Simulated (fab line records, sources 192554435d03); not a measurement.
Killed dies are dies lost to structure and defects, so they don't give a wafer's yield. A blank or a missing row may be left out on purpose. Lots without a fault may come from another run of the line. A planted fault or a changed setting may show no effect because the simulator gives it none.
Split-lot experiment | flow n5_finfet | 7 lots, 21 wafers read, on a route of 1938 steps

THE SPLIT
At N5_HKMG_FIN_EXPOSE_46 (exposes mask NDIPOLE), the setting dose_mj was moved away from the recipe's 40 on 7 of the 21 wafers read, by -4.3% to +7.5%. The other wafers ran this setting at the recipe's value.

FROM THE SPLIT TO THE READING: what the file shows between them, 2 steps
- N5_HKMG_FIN_PEB_47: peb time 60 s
- N5_HKMG_FIN_DEVELOP_48: develop time 30 s

THE READING
cd_nm, in nm, at N5_HKMG_FIN_CD_MEAS_49 (target cd 202 nm). Fault-free wafers of this fab line usually give 201.9 nm, standard deviation 1.1 nm.

wafer  | tool, chamber at the split | dose_mj as run | against the recipe | cd_nm, nm | against lot-mates on the recipe
L075.1 | arfi_scanner-03, 0         | 40             | recipe             | 203.4     | -
L075.3 | arfi_scanner-03, 0         | 40             | recipe             | 203.2     | -
L075.6 | arfi_scanner-03, 0         | 41.45          | +3.6%              | 204.3     | +1.0
L078.2 | arfi_scanner-03, 0         | 40             | recipe             | 202.1     | -
L078.3 | arfi_scanner-03, 0         | 42.98          | +7.5%              | 206.6     | +4.8
L078.6 | arfi_scanner-03, 0         | 40             | recipe             | 201.4     | -
L080.3 | arfi_scanner-03, 0         | 40             | recipe             | 200.6     | -
L080.5 | arfi_scanner-03, 0         | 39.19          | -2.0%              | 199.7     | -0.8
L080.6 | arfi_scanner-03, 0         | 40             | recipe             | 200.4     | -
L081.4 | arfi_scanner-02, 0         | 38.27          | -4.3%              | 200.7     | -1.5
L081.5 | arfi_scanner-02, 0         | 38.27          | -4.3%              | 201.1     | -1.1
L081.6 | arfi_scanner-02, 0         | 40             | recipe             | 202.2     | -
L082.2 | arfi_scanner-02, 0         | 41.43          | +3.6%              | 204.8     | +2.5
L082.3 | arfi_scanner-02, 0         | 40             | recipe             | 202.3     | -
L082.6 | arfi_scanner-02, 0         | 41.43          | +3.6%              | 205.3     | +3.0
L084.1 | arfi_scanner-02, 0         | 40             | recipe             | 201.4     | -
L084.3 | arfi_scanner-02, 0         | 40             | recipe             | 201.1     | -
L084.4 | arfi_scanner-02, 0         | 40             | recipe             | 201.6     | -
L091.2 | arfi_scanner-01, 0         | 40             | recipe             | 201.2     | -
L091.5 | arfi_scanner-01, 0         | 40             | recipe             | 200.4     | -
L091.6 | arfi_scanner-01, 0         | 40             | recipe             | 200.3     | -

THE FIT
A straight line over all 21 wafers: cd_nm changes by +0.585 nm for each +1% of dose_mj; r = +0.81; the points scatter about the line by 1.1 nm.
The same after taking each lot's own level away (the mean of its wafers on the recipe; 21 wafers): +0.522 nm for each +1%; r = +0.93; scatter 0.54 nm.
On that fit, the largest move of dose_mj shifts the reading by 3.9 nm.
The lots' own levels span 200.50 to 203.30 nm, that is 2.5 times the standard deviation above.
So the lot-to-lot level changes the slope: the two fits differ.
Check: with one of the wafers moved furthest among these (+7.5%) left out of the fit, the line predicts +3.51 nm for it against its lot-mates. It came out at +4.85 nm against them.

OTHER SPLITS ON THESE WAFERS
These wafers also went through other splits before the reading. Each is held against what the fit with the lots' levels taken away leaves over:
other split on the same wafers          | wafers away from the commonest value | r with cd_nm (lot level and that fit taken away)
N5_ZERO_LAYER_COAT_05 spin_rpm          | 8                                    | +0.15
N5_ZERO_LAYER_DEVELOP_10 develop_time_s | 7                                    | +0.23
N5_DUMMY_GATE_COAT_28 spin_rpm          | 8                                    | -0.25
N5_DUMMY_GATE_COAT_09 spin_rpm          | 9                                    | +0.35
N5_SD_EPI_N_COAT_33 spin_rpm            | 9                                    | +0.32
N5_SD_EPI_N_DEVELOP_08 develop_time_s   | 7                                    | +0.06

THE FILE'S OWN FIT
cd_nm changes by +0.545 nm for each +1% of dose_mj, r = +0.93.
